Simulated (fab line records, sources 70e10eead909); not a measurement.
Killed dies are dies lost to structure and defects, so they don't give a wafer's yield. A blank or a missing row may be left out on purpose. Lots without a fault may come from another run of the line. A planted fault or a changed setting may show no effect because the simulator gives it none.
fab line records | flow nand_harc
record lots=7 wafers=21 last_day=33
route steps=1302 shown P_M2@350 P_BONDPAD@351
lots that met no fault: from a run of the same line without faults
start_h: hours from the record's first day to the start of the lot's first wafer shown | wait_h: hours since the lot's step before | " the same as in the row above | L1.1+2: a row that stands for several wafers | - no value, or no start given | * or withheld: withheld | < > ~ a bound
route shown NAME@n: a module of which the file shows steps, and the number in the route of the first | usual: mean/standard deviation of fault-free wafers | same: alike in all rows | chamber/n: place in a boat | sites: the reading at each site | _std_site: their standard deviation | _edge_site: outer sites' mean less inner sites' | radius_mm: how far each site lies from the wafer's centre | mask NAME#n: copy n | behind: the tool/chamber that last shaped the wafer | hold: why the lot was held/for how many hours/how that ended | device: the transistor (n, p or np) that didn't switch | end of line: the same wafers' tests at the end of the route | a step without rows: its recipe alone | killed: dies lost to structure and defects at the first sort, not the wafer's yield | map: a wafer's dies, x killed, . not, _ none there
set.NAME: the setting as run; set.NAME@STEP: as run at that earlier step | model.NAME: the simulator's own value behind a step, which no gauge read
lots at some steps of the route; a table a step, a row a wafer
services: from which hour (start_h, from the record's first day; less than 0 if before it) a tool's chamber was out of use, for how many hours, and why
## steps
# step NHARC_P_M2_DEP_33
# recipe target_thk_a=300 temp_c=370 target_thk_nm=30 pressure_torr=3 flow_sccm=200 rf_w=450 material=SiCN
# usual heater_power_w=553/80
# columns lot.wafer tool chamber start_h wait_h heater_power_w
L386.5 pecvd-02 2 226.50 0.2 707
L386.6 " 0 " " 427
L386.4 " 1 " " 605
L387.3 pecvd-04 1 236.77 0.1 537
L387.4 " 0 " " 552
L387.6 " 1 " " 534
L390.1 pecvd-04 1 260.26 0.1 519
L390.3 " 2 " " 569
L390.6 " 0 " " 521
L391.3 pecvd-02 0 278.48 0.1 374
L391.5 " 1 " " 520
L391.4 " 2 " " 687
L392.1 pecvd-04 1 289.92 0.1 443
L392.3 " 2 " " 635
L392.4 " 2 " " 617
L399.3 pecvd-04 2 350.48 0.1 626
L399.4 " 0 " " 595
L399.5 " 1 " " 534
L400.3 pecvd-02 0 364.40 0.1 430
L400.4 " 1 " " 563
L400.6 " 0 " " 436
# step NHARC_P_BONDPAD_DEP_00
# recipe target_thk_a=2500 temp_c=370 target_thk_nm=250 pressure_torr=3 flow_sccm=200 rf_w=450 material=SiCN
# usual heater_power_w=555/86
# columns lot.wafer tool chamber start_h wait_h heater_power_w
L386.6 pecvd-02 0 - - 373
L386.5 " 1 " " 508
L386.4 " 2 " " 643
L387.3 pecvd-04 1 - - 540
L387.6 " 2 " " 588
L387.4 " 0 " " 542
L390.1 pecvd-04 2 - - 516
L390.3 " 0 " " 472
L390.6 " 0 " " 490
L391.3 pecvd-02 0 - - 401
L391.5 " 0 " " 405
L391.4 " 2 " " 726
L392.1 pecvd-02 0 290.29 - 444
L392.3 " 1 " " 613
L392.4 " 2 " " 624
L399.3 pecvd-04 1 - - 476
L399.5 " 1 " " 492
L399.4 " 0 " " 540
L400.3 pecvd-01 1 364.77 - 588
L400.6 " 1 " " 584
L400.4 " 2 " " 641
# step NHARC_P_BONDPAD_CMP_32
# recipe target_thk_nm=200 material=SiCN
# usual motor_current_A=11.3/1.3 slurry_filter_dp_kPa=13.48/0.15
# columns lot.wafer tool chamber start_h wait_h motor_current_A slurry_filter_dp_kPa
L386.4 cmp-01 0 227.20 - 10.2 13.55
L386.6 " 3 " " 10.6 13.53
L386.5 " 0 " " 9.5 13.49
L387.3 cmp-04 0 237.57 - 11.9 13.38
L387.4 " 1 " " 11.3 13.43
L387.6 " 0 " " 12.1 13.74
L390.1 cmp-02 2 261.04 - 11.8 13.55
L390.3 " 0 " " 11.9 13.65
L390.6 " 2 " " 12.1 13.37
L391.3 cmp-02 0 279.19 - 12.7 13.40
L391.4 " 2 " " 12.1 13.42
L391.5 " 1 " " 13.1 13.28
L392.1 cmp-01 2 290.72 - 10.7 13.41
L392.4 " 3 " " 10.0 13.67
L392.3 " 0 " " 10.1 13.45
L399.3 cmp-02 2 351.31 - 11.1 13.42
L399.4 " 3 " " 11.9 13.51
L399.5 " 1 " " 13.1 13.32
L400.3 cmp-01 0 365.13 - 9.4 13.43
L400.4 " 2 " " 10.9 13.42
L400.6 " 0 " " 9.5 13.85
# step NHARC_P_BONDPAD_THK_MEAS_33
# recipe thk_meas_gauge=ellipsometry
# usual thk_nm=200.1/1.4
# columns lot.wafer tool chamber start_h wait_h thk_nm
L386.4 film_metro-01 - 227.43 0.2 199.0
L386.5 " - " " 200.5
L386.6 " - " " 201.0
L387.3 film_metro-02 - 237.80 0.2 200.5
L387.4 " - " " 198.1
L387.6 " - " " 197.8
L390.1 film_metro-01 - 261.26 0.2 200.5
L390.3 " - " " 197.4
L390.6 " - " " 200.6
L391.3 film_metro-02 - 279.44 0.2 202.1
L391.4 " - " " 203.3
L391.5 " - " " 202.0
L392.1 film_metro-01 - 290.95 0.2 199.8
L392.3 " - " " 198.6
L392.4 " - " " 201.8
L399.3 film_metro-01 - 351.53 0.2 200.4
L399.4 " - " " 198.6
L399.5 " - " " 200.6
L400.3 film_metro-02 - 365.38 0.2 199.5
L400.4 " - " " 203.3
L400.6 " - " " 200.2
# step NHARC_P_BONDPAD_SRD_34
# step NHARC_P_BONDPAD_DEHYDRATE_01
# recipe temp_c=150 time_s=120
# step NHARC_P_BONDPAD_HMDS_02
# recipe time_s=30
# step NHARC_P_BONDPAD_COAT_36
# recipe temp_c=200 time_s=65
# step NHARC_P_BONDPAD_COAT_03
# recipe spin_rpm=2000 resist_thk_nm=600
# step NHARC_P_BONDPAD_SOFTBAKE_04
# recipe temp_c=125 time_s=70
# step NHARC_P_BONDPAD_EBR_05
# step NHARC_P_BONDPAD_EXPOSE_06
# recipe na=0.55 dose_mj=37.06 mask_id=P_BPAD
# step NHARC_P_BONDPAD_PEB_07
# recipe peb_temp_c=128 peb_time_s=80
# usual chill_plate_temp_C=23.01/0.11 exhaust_pa=45.2/0.89
# columns lot.wafer tool chamber start_h wait_h chill_plate_temp_C exhaust_pa
L386.4 litho_track-05 0 227.79 0.0 23.21 46.2
L386.5 " 0 " " 23.04 45.7
L386.6 " 0 " " 22.97 45.9
L387.3 litho_track-02 0 238.29 0.1 22.91 46.3
L387.4 " 0 " " 22.86 45.6
L387.6 " 0 " " 23.01 46.6
L390.1 litho_track-02 - 261.74 0.1 - -
L390.3 " - " " - -
L390.6 " - " " - -
L391.3 litho_track-02 - 279.80 0.1 - -
L391.4 " - " " - -
L391.5 " - " " - -
L392.1 litho_track-02 - 291.43 0.1 - -
L392.3 " - " " - -
L392.4 " - " " - -
L399.3 litho_track-02 0 351.89 0.1 22.98 44.8
L399.4 " 0 " " 23.05 45.1
L399.5 " 0 " " 22.91 45.5
L400.3 litho_track-03 0 365.74 0.1 23.05 46.4
L400.4 " 0 " " 23.01 45.0
L400.6 " 0 " " 22.91 45.5
# step NHARC_P_BONDPAD_DEVELOP_08
# recipe time_s=50 dev_temp_c=22
## services
# columns tool chamber start_h hours kind
cmp-04 - 209.00 4.0 pm
cmp-02 - 212.07 6.6 repair
litho_track-02 - 227.00 7.0 pm
pecvd-02 - 227.14 13.0 pm
cmp-02 - 232.63 4.0 pm
cmp-02 - 237.90 0.4 repair
pecvd-02 1 254.12 22.1 repair
cmp-04 - 258.25 1.7 repair
cmp-04 - 263.20 0.4 repair
pecvd-01 1 263.91 3.4 repair
pecvd-04 - 269.03 13.0 pm
pecvd-01 - 271.90 1.0 repair
cmp-01 - 272.92 5.2 repair
litho_track-03 - 275.00 7.0 pm
pecvd-01 - 276.31 2.0 repair
cmp-01 - 286.12 4.0 pm
cmp-04 - 286.75 4.7 repair
cmp-02 - 287.16 1.3 repair
litho_track-05 - 299.00 7.0 pm
cmp-04 - 307.00 4.0 pm
pecvd-01 - 311.18 13.0 pm
pecvd-02 - 316.58 1.1 repair
cmp-01 - 330.59 1.3 repair
cmp-02 - 330.63 4.0 pm
## key
first_sign step=NHARC_P_BONDPAD_PEB_07 reading=tool_record direction=missing
effect none on later readings
met_at NHARC_P_BONDPAD_PEB_07
struck_wafers L390.1,L390.3,L390.6,L391.3,L391.4,L391.5,L392.1,L392.3,L392.4
later_rows_left_out L390.1,L390.3,L390.6,L391.3,L391.4,L391.5,L392.1,L392.3,L392.4
sort_left_out L390.1,L390.3,L390.6,L391.3,L391.4,L391.5,L392.1,L392.3,L392.4
onset_between 238.29 261.74
fault kind=skipped_step_whole tool=litho_track-02 chamber=- onset_h=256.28 steps=NHARC_P_BONDPAD_PEB_07 scope=struck_lots_only
# sort_left_out: the simulated sort isn't trusted on such a fault, so these wafers' sort isn't shown, and their yield isn't known
# later_rows_left_out: the simulator's readings of these wafers behind a module that went badly wrong aren't trusted and aren't shown, but for the sort
